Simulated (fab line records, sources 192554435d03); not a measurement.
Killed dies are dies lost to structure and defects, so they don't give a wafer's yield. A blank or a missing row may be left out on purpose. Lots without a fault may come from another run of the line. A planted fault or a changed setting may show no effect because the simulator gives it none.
fab line records | flow n5_finfet | part 1 of 2: steps 1 to 26 of 33
record lots=5 wafers=15 last_day=17
route steps=1938 shown BEOL_M13@1666
lots that met no fault: from a run of the same line without faults
start_h: hours from the record's first day to the start of the lot's first wafer shown | wait_h: hours since the lot's step before | " the same as in the row above | L1.1+2: a row that stands for several wafers | - no value, or no start given | * or withheld: withheld | < > ~ a bound
route shown NAME@n: a module of which the file shows steps, and the number in the route of the first | usual: mean/standard deviation of fault-free wafers | same: alike in all rows | chamber/n: place in a boat | sites: the reading at each site | _std_site: their standard deviation | _edge_site: outer sites' mean less inner sites' | radius_mm: how far each site lies from the wafer's centre | mask NAME#n: copy n | behind: the tool/chamber that last shaped the wafer | hold: why the lot was held/for how many hours/how that ended | device: the transistor (n, p or np) that didn't switch | end of line: the same wafers' tests at the end of the route | a step without rows: its recipe alone | killed: dies lost to structure and defects at the first sort, not the wafer's yield | map: a wafer's dies, x killed, . not, _ none there
set.NAME: the setting as run; set.NAME@STEP: as run at that earlier step | model.NAME: the simulator's own value behind a step, which no gauge read
lots at some steps of the route; a table a step, a row a wafer
services: from which hour (start_h, from the record's first day; less than 0 if before it) a tool's chamber was out of use, for how many hours, and why
## steps
# step N5_BEOL_M13_PEB_08
# recipe peb_temp_c=130 peb_time_s=90
# columns lot.wafer tool chamber start_h wait_h
L085.1+4+6 litho_track-04 0 301.99 0.1
L084.1+2+6 litho_track-03 0 311.84 0.1
L086.2+4+6 litho_track-03 0 318.86 0.0
L091.1+2+4 litho_track-03 0 359.81 0.1
L092.1+4+5 litho_track-01 0 365.93 0.1
# step N5_BEOL_M13_DEVELOP_09
# recipe develop_time_s=45 rinse_liquid=diw dry=air_spin dev_temp_c=21
# columns lot.wafer tool chamber start_h wait_h
L085.1+4+6 litho_track-04 0 - -
L084.1+2+6 litho_track-03 0 - -
L086.2+4+6 litho_track-03 0 - -
L091.1+2+4 litho_track-03 0 - -
L092.1+4+5 litho_track-01 0 - -
# step N5_BEOL_M13_HARDBAKE_14
# recipe temp_c=130 time_s=120
# columns lot.wafer tool chamber start_h wait_h
L085.1+4+6 litho_track-04 0 - -
L084.1+2+6 litho_track-03 0 - -
L086.2+4+6 litho_track-03 0 - -
L091.1+2+4 litho_track-03 0 - -
L092.1+4+5 litho_track-01 0 - -
# step N5_BEOL_M13_CD_MEAS_10
# recipe target_cd_nm=190 landing_energy_ev=500 detector=se_inlens polarity=opening
# usual cd_nm=189.4/1.5
# same landing_energy_ev=500
# columns lot.wafer tool chamber start_h wait_h cd_nm
L085.1 cd_sem-02 0 302.10 - 189.3
L085.4 " 0 " " 189.7
L085.6 " 0 " " 190.1
L084.1 cd_sem-01 0 311.96 - 188.2
L084.2 " 0 " " 188.7
L084.6 " 0 " " 189.4
L086.2 cd_sem-03 0 318.97 - 189.8
L086.4 " 0 " " 189.9
L086.6 " 0 " " 190.9
L091.1 cd_sem-03 0 359.93 - 189.9
L091.2 " 0 " " 190.9
L091.4 " 0 " " 189.1
L092.1 cd_sem-02 0 366.04 - 188.5
L092.4 " 0 " " 188.8
L092.5 " 0 " " 189.7
# step N5_BEOL_M13_OVL_MEAS_11
# recipe points_per_wafer=44
# usual V12_OVL=-2/4.6
# columns lot.wafer tool chamber start_h wait_h V12_OVL[nm]
L085.1 overlay-02 0 302.13 0.0 -5
L085.4 " 0 " " -8
L085.6 " 0 " " -8
L084.1 overlay-02 0 311.99 0.0 1
L084.2 " 0 " " -2
L084.6 " 0 " " 6
L086.2 overlay-01 0 319.00 0.0 0
L086.4 " 0 " " -9
L086.6 " 0 " " -3
L091.1 overlay-01 0 359.96 0.0 6
L091.2 " 0 " " 7
L091.4 " 0 " " 3
L092.1 overlay-02 0 366.07 0.0 2
L092.4 " 0 " " 1
L092.5 " 0 " " 3
# step N5_BEOL_M13_INSPECT_12
# recipe mode=adi inspect_instrument=macro
# usual raw_defect_count=2.0/1.5
# columns lot.wafer tool chamber start_h wait_h raw_defect_count
L085.1 defect_inspect-02 - 302.15 0.0 3
L085.4 " - " " 3
L085.6 " - " " 4
L084.1 defect_inspect-02 - 312.01 0.0 2
L084.2 " - " " 2
L084.6 " - " " 3
L086.2 defect_inspect-02 - 319.03 0.0 1
L086.4 " - " " 3
L086.6 " - " " 4
L091.1 defect_inspect-01 - 359.98 0.0 3
L091.2 " - " " 5
L091.4 " - " " 1
L092.1 defect_inspect-02 - 366.10 0.0 2
L092.4 " - " " 4
L092.5 " - " " 2
# step N5_BEOL_M13_DESCUM_15
# recipe chemistry=O2 time_s=7.9 source_power_w=50 bias_power_w=20 pressure_mtorr=20 rf_frequency_hz=2.712e+07 temp_c=40 o2_flow_sccm=225
# usual drypump_motor_current_A=5.8/0.38 oes_product_au=0.78/0.089 rf_fwd_power_W=49.42/0.2 rf_vpp_V=243.1/1.4 showerhead_plenum_p_Torr=2.08/0.08 throttle_valve_pct=20.39/0.25
# columns lot.wafer tool chamber start_h wait_h drypump_motor_current_A oes_product_au rf_fwd_power_W rf_hours_counter_h rf_vpp_V showerhead_plenum_p_Torr throttle_valve_pct
L085.1 rie_diel-02 3 302.19 0.0 4.9 0.70 49.42 239 241.0 1.99 20.97
L085.4 " 2 " " 5.9 0.74 49.41 178 242.4 2.08 20.69
L085.6 " 1 " " 6.3 0.93 49.40 - 242.5 2.02 19.99
L084.1 rie_diel-04 2 312.05 0.0 5.8 0.70 49.00 205 242.7 2.05 20.33
L084.2 " 1 " " 5.2 0.92 49.11 18 243.5 2.15 20.28
L084.6 " 1 " " 5.2 0.92 49.20 - 242.4 2.15 20.29
L086.2 rie_diel-03 3 319.18 0.2 5.5 0.68 49.79 225 243.2 2.16 20.49
L086.4 " 2 " " 6.0 0.74 49.59 - 241.5 1.98 20.54
L086.6 " 3 " " 5.5 0.67 49.66 - 243.9 2.16 20.49
L091.1 rie_diel-04 0 360.02 0.0 5.5 0.96 49.42 9 245.3 2.22 20.15
L091.2 " 1 " " 5.2 0.91 49.54 28 243.5 2.15 20.28
L091.4 " 3 " " 6.3 0.80 49.26 103 245.0 2.22 20.65
L092.1 rie_diel-02 1 366.13 0.0 6.3 0.89 49.60 45 243.1 2.02 20.02
L092.4 " 2 " " 5.8 0.71 49.53 201 242.3 2.08 20.72
L092.5 " 1 " " 6.4 0.88 49.43 - 243.1 2.02 20.02
# step N5_BEOL_M13_ETCH_59
# recipe chemistry=N2/H2 target=BARC target_depth_a=890 overetch_a=267 time_s=67.9 ion_energy_ev=200 pressure_mtorr=30 source_w=840 bias_w=150 n2_flow_sccm=200 h2_flow_sccm=200
# usual drypump_motor_current_A=5.8/0.38 oes_product_au=0.67/0.073 rf_fwd_power_W=834/3.1 rf_vpp_V=523.8/2.6 showerhead_plenum_p_Torr=2.54/0.092 throttle_valve_pct=17.89/0.22
# columns lot.wafer tool chamber start_h wait_h drypump_motor_current_A oes_product_au rf_fwd_power_W rf_hours_counter_h rf_vpp_V showerhead_plenum_p_Torr throttle_valve_pct
L085.1 rie_diel-02 3 302.22 0.0 4.9 0.60 838 239 520.0 2.40 18.23
L085.4 " 2 " " 5.8 0.63 833 178 524.4 2.53 18.25
L085.6 " 1 " " 6.3 0.78 833 - 521.9 2.48 17.50
L084.1 rie_diel-04 2 312.08 0.0 5.8 0.61 830 205 523.0 2.51 17.82
L084.2 " 1 " " 5.2 0.79 830 18 524.3 2.61 17.73
L084.6 " 1 " " 5.2 0.78 829 - 526.8 2.61 17.73
L086.2 rie_diel-03 3 319.21 0.0 5.5 0.59 830 225 525.9 2.63 17.95
L086.4 " 2 " " 6.0 0.63 832 - 522.4 2.43 18.10
L086.6 " 3 " " 5.5 0.59 833 - 525.0 2.63 17.96
L091.1 rie_diel-04 0 360.05 0.0 5.5 0.81 830 9 528.5 2.71 17.81
L091.2 " 1 " " 5.2 0.76 833 28 525.3 2.60 17.75
L091.4 " 3 " " 6.3 0.68 830 103 528.6 2.67 18.01
L092.1 rie_diel-02 1 366.17 0.0 6.3 0.75 832 45 522.8 2.47 17.53
L092.4 " 2 " " 5.8 0.62 829 201 522.9 2.52 18.28
L092.5 " 1 " " 6.3 0.74 832 - 521.9 2.47 17.52
# step N5_BEOL_M13_VIA_ETCH_16
# recipe chemistry=C4F8/O2/Ar target=SiOC pressure_mtorr=30 source_w=3000 bias_w=700 Ar_flow_sccm=400 C4F8_flow_sccm=15 O2_flow_sccm=8 he_inner_torr=15 he_outer_torr=30 target_depth_a=9217 time_s=withheld ion_energy_ev=250 ends=cleared
# usual drypump_motor_current_A=5.8/0.39 oes_product_au=0.71/0.08 rf_fwd_power_W=2994/9.4 rf_vpp_V=665/3.2 showerhead_plenum_p_Torr=3.42/0.12 throttle_valve_pct=24.23/0.16
# columns lot.wafer tool chamber start_h wait_h drypump_motor_current_A oes_product_au rf_fwd_power_W rf_vpp_V showerhead_plenum_p_Torr throttle_valve_pct
L085.1 rie_diel-02 3 302.28 0.0 4.9 0.64 2989 661 3.22 24.48
L085.4 " 2 " " 5.9 0.66 3001 665 3.43 24.60
L085.6 " 1 " " 6.4 0.83 2994 664 3.38 24.08
L084.1 rie_diel-04 2 312.13 0.0 5.8 0.64 2974 665 3.40 24.28
L084.2 " 1 " " 5.2 0.83 2987 667 3.51 24.11
L084.6 " 1 " " 5.2 0.82 3009 668 3.51 24.10
L086.2 rie_diel-03 3 319.27 0.0 5.6 0.61 2989 669 3.51 24.21
L086.4 " 2 " " 6.0 0.66 2982 661 3.25 24.25
L086.6 " 3 " " 5.6 0.61 2993 668 3.51 24.21
L091.1 rie_diel-04 0 360.10 0.0 5.5 0.87 2997 672 3.65 24.19
L091.2 " 1 " " 5.2 0.82 2990 667 3.51 24.12
L091.4 " 3 " " 6.3 0.71 3014 670 3.59 24.39
L092.1 rie_diel-02 1 366.22 0.0 6.4 0.80 2999 663 3.37 24.10
L092.4 " 2 " " 5.8 0.65 2980 666 3.41 24.62
L092.5 " 1 " " 6.3 0.79 3005 665 3.37 24.10
# step N5_BEOL_M13_STRIP_63
# recipe chemistry=N2/H2 power_w=1000 temp_c=250 h2_frac=0.65 overash_fraction=0.3 pressure_mtorr=1000 n2_flow_sccm=1750 h2_flow_sccm=3250
# usual drypump_motor_current_A=5.59/0.25 heater_power_w=332/19 oes_product_au=0.674/0.0049 strip_time_to_endpoint_s=28.2/0.95
# columns lot.wafer tool chamber start_h wait_h drypump_motor_current_A heater_power_w oes_product_au rf_hours_counter_h strip_time_to_endpoint_s
L085.1 plasma_asher-02 0 302.52 - 5.34 342 0.678 70 29.5
L085.4 " 0 " " 5.34 351 0.678 - 28.0
L085.6 " 1 " " 5.78 316 0.679 - 27.0
L084.1 plasma_asher-01 0 312.37 - 5.34 349 0.669 147 27.7
L084.2 " 1 " " 5.88 316 0.675 147 28.6
L084.6 " 0 " " 5.33 352 0.678 - 27.0
L086.2 plasma_asher-02 0 319.50 - 5.34 342 0.672 74 29.5
L086.4 " 1 " " 5.77 315 0.674 - 29.1
L086.6 " 0 " " 5.38 339 0.678 - 27.9
L091.1 plasma_asher-02 1 360.34 - 5.79 318 0.686 82 28.2
L091.2 " 0 " " 5.32 351 0.678 82 29.9
L091.4 " 0 " " 5.34 347 0.672 - 28.0
L092.1 plasma_asher-02 0 366.45 - 5.39 352 0.677 84 27.3
L092.4 " 0 " " 5.36 342 0.677 - 28.1
L092.5 " 1 " " 5.77 324 0.678 - 27.5
# step N5_BEOL_M13_STRIP_64
# recipe chemistry=N2/H2 power_w=1000 temp_c=250 h2_frac=0.65 overash_fraction=0.3 pressure_mtorr=withheld n2_flow_sccm=1750 h2_flow_sccm=3250
# usual drypump_motor_current_A=5.60/0.25 heater_power_w=332/19 oes_product_au=0.716/0.0051 strip_time_to_endpoint_s=31.31/0.065
# columns lot.wafer tool chamber start_h wait_h drypump_motor_current_A heater_power_w oes_product_au rf_hours_counter_h strip_time_to_endpoint_s
L085.1 plasma_asher-02 0 302.58 0.0 5.34 337 0.719 70 31.30
L085.4 " 0 " " 5.37 350 0.727 - 31.42
L085.6 " 1 " " 5.78 319 0.716 - 31.32
L084.1 plasma_asher-01 0 312.43 0.0 5.35 355 0.714 147 31.25
L084.2 " 1 " " 5.87 312 0.707 147 31.30
L084.6 " 0 " " 5.34 360 0.715 - 31.23
L086.2 plasma_asher-02 0 319.56 0.0 5.36 343 0.720 74 31.36
L086.4 " 1 " " 5.74 319 0.717 - 31.35
L086.6 " 0 " " 5.38 340 0.719 - 31.37
L091.1 plasma_asher-02 1 360.40 0.0 5.80 322 0.713 82 31.33
L091.2 " 0 " " 5.34 336 0.714 82 31.36
L091.4 " 0 " " 5.36 352 0.719 - 31.25
L092.1 plasma_asher-02 0 366.51 0.0 5.40 360 0.707 84 31.30
L092.4 " 0 " " 5.43 338 0.724 - 31.27
L092.5 " 1 " " 5.79 318 0.712 - 31.28
# step N5_BEOL_M13_STRIP_71
# recipe chemistry=post_etch_residue_remover time_s=60 temp_c=25 remover_ph=withheld remover_water_wt_pct=withheld remover_fluoride_wt_pct=withheld
# columns lot.wafer tool chamber start_h wait_h
L085.1+4+6 wet_bench-06 6,5,4 302.67 0.1
L084.1+2+6 wet_bench-05 1,7,6 312.52 0.1
L086.2+4+6 wet_bench-06 4,3,5 319.65 0.1
L091.1+2+4 wet_bench-01 0,2,7 360.49 0.1
L092.1+4+5 wet_bench-05 2,5,4 366.60 0.1
# step N5_BEOL_M13_SRD_72
# recipe time_s=30 temp_c=23 rinse_liquid=diw dry=n2_spin spin_rpm=1500 dry_time_s=30
# columns lot.wafer tool chamber start_h wait_h
L085.1+4+6 wet_bench-06 6,5,4 302.68 0.0
L084.1+2+6 wet_bench-05 1,7,6 312.54 0.0
L086.2+4+6 wet_bench-06 4,3,5 319.67 0.0
L091.1+2+4 wet_bench-01 0,2,7 360.50 0.0
L092.1+4+5 wet_bench-05 2,5,4 366.62 0.0
# step N5_BEOL_M13_CD_MEAS_17
# recipe target_cd_nm=190 polarity=opening
# usual cd_nm=189.9/1.8
# columns lot.wafer tool chamber start_h wait_h cd_nm
L085.1 cd_sem-03 - 302.72 0.0 189.7
L085.4 " - " " 189.9
L085.6 " - " " 190.9
L084.1 cd_sem-02 - 312.58 0.0 188.2
L084.2 " - " " 187.9
L084.6 " - " " 187.9
L086.2 cd_sem-02 - 319.71 0.0 189.3
L086.4 " - " " 191.0
L086.6 " - " " 191.0
L091.1 cd_sem-03 - 360.54 0.0 189.7
L091.2 " - " " 189.8
L091.4 " - " " 189.0
L092.1 cd_sem-03 - 366.66 0.0 189.9
L092.4 " - " " 189.3
L092.5 " - " " 191.5
# step N5_BEOL_M13_COAT_65
# recipe resist=SOC temp_c=250 time_s=60 spin_rpm=1500 resist_thk_nm=350
# columns lot.wafer tool chamber start_h wait_h
L085.1+4+6 litho_track-01 0 302.76 0.0
L084.1+2+6 litho_track-01 0 312.62 0.0
L086.2+4+6 litho_track-04 0 319.75 0.0
L091.1+2+4 litho_track-03 0 360.58 0.0
L092.1+4+5 litho_track-01 0 366.70 0.0
# step N5_BEOL_M13_COAT_66
# recipe resist=SiARC temp_c=220 time_s=60 spin_rpm=1500 resist_thk_nm=110
# columns lot.wafer tool chamber start_h wait_h
L085.1+4+6 litho_track-01 0 - -
L084.1+2+6 litho_track-01 0 - -
L086.2+4+6 litho_track-04 0 - -
L091.1+2+4 litho_track-03 0 - -
L092.1+4+5 litho_track-01 0 - -
# step N5_BEOL_M13_COAT_22
# recipe spin_rpm=2888 resist_thk_nm=300
# columns lot.wafer tool chamber start_h wait_h
L085.1+4+6 litho_track-01 0 - -
L084.1+2+6 litho_track-01 0 - -
L086.2+4+6 litho_track-04 0 - -
L091.1+2+4 litho_track-03 0 - -
L092.1+4+5 litho_track-01 0 - -
# step N5_BEOL_M13_EBR_24
# recipe solvent=PGMEA ebr_width_mm=1.5
# columns lot.wafer tool chamber start_h wait_h
L085.1+4+6 litho_track-01 0 - -
L084.1+2+6 litho_track-01 0 - -
L086.2+4+6 litho_track-04 0 - -
L091.1+2+4 litho_track-03 0 - -
L092.1+4+5 litho_track-01 0 - -
# step N5_BEOL_M13_SOFTBAKE_23
# recipe temp_c=130 time_s=60
# columns lot.wafer tool chamber start_h wait_h
L085.1+4+6 litho_track-01 0 - -
L084.1+2+6 litho_track-01 0 - -
L086.2+4+6 litho_track-04 0 - -
L091.1+2+4 litho_track-03 0 - -
L092.1+4+5 litho_track-01 0 - -
# step N5_BEOL_M13_EXPOSE_25
# recipe mask_id=M13 na=0.93 source_shape=conventional sigma_outer=0.4 polarization=unpolarized target_cd_nm=210 dose_mj=22
# usual reticle_temp_C=22.99/0.097
# columns lot.wafer tool chamber start_h wait_h mask reticle_temp_C
L085.1 krf_scanner-01 0 302.88 - M13#0 23.06
L085.4 " 0 " " M13#0 23.03
L085.6 " 0 " " M13#0 22.95
L084.1 krf_scanner-01 0 312.73 - M13#0 22.93
L084.2 " 0 " " M13#0 23.06
L084.6 " 0 " " M13#0 22.89
L086.2 krf_scanner-02 0 319.99 - M13#0 22.88
L086.4 " 0 " " M13#0 22.86
L086.6 " 0 " " M13#0 23.04
L091.1 krf_scanner-01 0 360.70 - M13#0 23.05
L091.2 " 0 " " M13#0 22.96
L091.4 " 0 " " M13#0 22.99
L092.1 krf_scanner-01 0 366.82 - M13#0 22.99
L092.4 " 0 " " M13#0 23.05
L092.5 " 0 " " M13#0 22.98
# step N5_BEOL_M13_PEB_26
# recipe peb_temp_c=130 peb_time_s=90
# columns lot.wafer tool chamber start_h wait_h
L085.1+4+6 litho_track-01 0 302.94 0.1
L084.1+2+6 litho_track-04 0 312.79 0.1
L086.2+4+6 litho_track-04 0 320.05 0.0
L091.1+2+4 litho_track-04 0 360.76 0.1
L092.1+4+5 litho_track-01 0 366.87 0.1
# step N5_BEOL_M13_DEVELOP_27
# recipe develop_time_s=45 rinse_liquid=diw dry=air_spin dev_temp_c=21
# columns lot.wafer tool chamber start_h wait_h
L085.1+4+6 litho_track-01 0 - -
L084.1+2+6 litho_track-04 0 - -
L086.2+4+6 litho_track-04 0 - -
L091.1+2+4 litho_track-04 0 - -
L092.1+4+5 litho_track-01 0 - -
# step N5_BEOL_M13_HARDBAKE_32
# recipe temp_c=130 time_s=120
# columns lot.wafer tool chamber start_h wait_h
L085.1+4+6 litho_track-01 0 - -
L084.1+2+6 litho_track-04 0 - -
L086.2+4+6 litho_track-04 0 - -
L091.1+2+4 litho_track-04 0 - -
L092.1+4+5 litho_track-01 0 - -
# step N5_BEOL_M13_CD_MEAS_28
# recipe target_cd_nm=209.5 landing_energy_ev=500 detector=se_inlens
# usual cd_nm=209.4/0.95
# same landing_energy_ev=500
# columns lot.wafer tool chamber start_h wait_h cd_nm
L085.1 cd_sem-03 0 303.05 - 208.7
L085.4 " 0 " " 209.5
L085.6 " 0 " " 210.8
L084.1 cd_sem-01 0 312.91 - 209.9
L084.2 " 0 " " 208.9
L084.6 " 0 " " 209.6
L086.2 cd_sem-02 0 320.16 - 209.5
L086.4 " 0 " " 211.5
L086.6 " 0 " " 211.0
L091.1 cd_sem-01 0 360.87 - 207.6
L091.2 " 0 " " 210.1
L091.4 " 0 " " 207.5
L092.1 cd_sem-01 0 366.99 - 210.5
L092.4 " 0 " " 210.6
L092.5 " 0 " " 210.8
# step N5_BEOL_M13_OVL_MEAS_29
# recipe points_per_wafer=44
# usual M13_OVL=3/5.3
# columns lot.wafer tool chamber start_h wait_h M13_OVL[nm]
L085.1 overlay-02 0 303.08 0.0 8
L085.4 " 0 " " 6
L085.6 " 0 " " -8
L084.1 overlay-02 0 312.94 0.0 0
L084.2 " 0 " " 9
L084.6 " 0 " " 4
L086.2 overlay-02 0 320.19 0.0 2
L086.4 " 0 " " 8
L086.6 " 0 " " 4
L091.1 overlay-02 0 360.90 0.0 -4
L091.2 " 0 " " 5
L091.4 " 0 " " -3
L092.1 overlay-02 0 367.02 0.0 -3
L092.4 " 0 " " -5
L092.5 " 0 " " -2
# step N5_BEOL_M13_INSPECT_30
# recipe mode=adi inspect_instrument=macro
# usual raw_defect_count=2.2/1.4
# columns lot.wafer tool chamber start_h wait_h raw_defect_count
L085.1 defect_inspect-01 - 303.11 0.0 2
L085.4 " - " " 3
L085.6 " - " " 2
L084.1 defect_inspect-01 - 312.96 0.0 2
L084.2 " - " " 2
L084.6 " - " " 1
L086.2 defect_inspect-01 - 320.21 0.0 4
L086.4 " - " " 1
L086.6 " - " " 5
L091.1 defect_inspect-02 - 360.93 0.0 2
L091.2 " - " " 4
L091.4 " - " " 4
L092.1 defect_inspect-02 - 367.04 0.0 3
L092.4 " - " " 4
L092.5 " - " " 1
